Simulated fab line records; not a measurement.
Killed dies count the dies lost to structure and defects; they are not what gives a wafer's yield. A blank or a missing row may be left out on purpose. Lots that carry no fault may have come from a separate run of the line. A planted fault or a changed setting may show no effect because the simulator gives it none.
Chamber matching -- flow n5-finfet -- N5_HKMG_FIN_ETCH_31 on rie-diel-02: 4 sister chambers
The step etches SiARC in CF4, target depth 45.5 nm, time 75.8 s. 8 wafers are shown with their chamber, then 7 later ones without.

== WAFERS PAIRED WITH THEIR CHAMBERS ==
wafer,chamber,showerhead-plenum-p-Torr (Torr),throttle-valve-pct (%)
L075.4,1,2.11,15.78
L076.4,1,2.11,15.82
L082.3,0,2.14,15.90
L082.6,0,2.14,15.88
L087.5,2,2.05,15.91
L087.6,3,2.15,15.64
L092.1,3,2.14,15.67
L092.3,2,2.05,15.93

== WAFERS WITHOUT THEIR CHAMBER ==
wafer,showerhead-plenum-p-Torr (Torr),throttle-valve-pct (%)
L092.6,2.14,15.65
L093.1,2.13,15.93
L093.4,2.14,15.66
L093.6,2.05,15.93
L094.1,2.10,15.37
L094.2,2.13,15.94
L094.3,2.05,15.94

== CHAMBER TAKEN BY EACH ==
wafer,from the rows above,in truth
L092.6,3,3
L093.1,0,0
L093.4,3,3
L093.6,2,2
L094.1,3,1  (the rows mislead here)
L094.2,0,0
L094.3,2,2
Correct placement for 6 of the 7. Left unplaced by these rows: 0. 1 placed wrongly.
How it was worked out, from the rows above alone: a wafer's distance from a chamber is the root of the sum, over the readings, of the square of ((its reading less the chamber's mean) divided by the reading's scatter). If the next closest chamber is less than 2 further off than the closest, the wafer can't be placed; otherwise it belongs to the closest. For every chamber, the mean is computed from those of its wafers that are shown. The scatter is the square root of a quotient: the sum, over the shown wafers, of each reading's squared deviation from its chamber's mean, divided by wafers minus chambers.
